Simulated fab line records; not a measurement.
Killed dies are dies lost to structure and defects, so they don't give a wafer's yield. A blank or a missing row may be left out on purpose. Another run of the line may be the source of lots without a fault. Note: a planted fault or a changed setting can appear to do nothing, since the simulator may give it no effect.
Chamber matching / flow n5 finfet / N5_DUMMY_GATE_ETCH_31 on rie diel-02 has 4 sister chambers
The step etches SiO2 in C4F6/O2, target depth 82.5 nm, time 27.5 s. 8 wafers are shown with their chamber, then 7 later ones without.

## WAFERS, EACH WITH ITS CHAMBER
wafer=L078.1; chamber=1; showerhead plenum p Torr (Torr)=2.85; rf vpp V (V)=670
wafer=L080.2; chamber=0; showerhead plenum p Torr (Torr)=2.76; rf vpp V (V)=698
wafer=L080.5; chamber=2; showerhead plenum p Torr (Torr)=2.97; rf vpp V (V)=680
wafer=L081.2; chamber=0; showerhead plenum p Torr (Torr)=2.76; rf vpp V (V)=697
wafer=L081.4; chamber=2; showerhead plenum p Torr (Torr)=2.97; rf vpp V (V)=680
wafer=L081.6; chamber=3; showerhead plenum p Torr (Torr)=2.85; rf vpp V (V)=634
wafer=L085.2; chamber=3; showerhead plenum p Torr (Torr)=2.85; rf vpp V (V)=633
wafer=L085.4; chamber=1; showerhead plenum p Torr (Torr)=2.84; rf vpp V (V)=668

## WAFERS MISSING THEIR CHAMBER
wafer=L085.5; showerhead plenum p Torr (Torr)=2.76; rf vpp V (V)=699
wafer=L090.2; showerhead plenum p Torr (Torr)=2.84; rf vpp V (V)=668
wafer=L090.3; showerhead plenum p Torr (Torr)=2.76; rf vpp V (V)=697
wafer=L090.6; showerhead plenum p Torr (Torr)=2.97; rf vpp V (V)=680
wafer=L096.1; showerhead plenum p Torr (Torr)=2.84; rf vpp V (V)=634
wafer=L096.3; showerhead plenum p Torr (Torr)=2.83; rf vpp V (V)=669
wafer=L096.6; showerhead plenum p Torr (Torr)=2.84; rf vpp V (V)=633

## WHICH CHAMBER EACH ONE RAN IN
wafer=L085.5; from the rows above=0; in truth=0
wafer=L090.2; from the rows above=1; in truth=1
wafer=L090.3; from the rows above=0; in truth=0
wafer=L090.6; from the rows above=2; in truth=2
wafer=L096.1; from the rows above=3; in truth=3
wafer=L096.3; from the rows above=1; in truth=1
wafer=L096.6; from the rows above=3; in truth=3
Placed correctly: 7 of 7. From these rows, 0 cannot be placed. Placed wrongly: 0.
How it was worked out, from the rows above alone: a wafer's distance from a chamber is the root of the sum, over the readings, of the square of ((its reading less the chamber's mean) divided by the reading's scatter). The wafer belongs to the nearest chamber; if the next one is less than 2 further off, it can't be placed. A chamber's mean is the mean of its shown wafers. The scatter: the root of (the sum of the squares of (reading less its chamber's mean) over the shown wafers, divided by (wafers less chambers)).
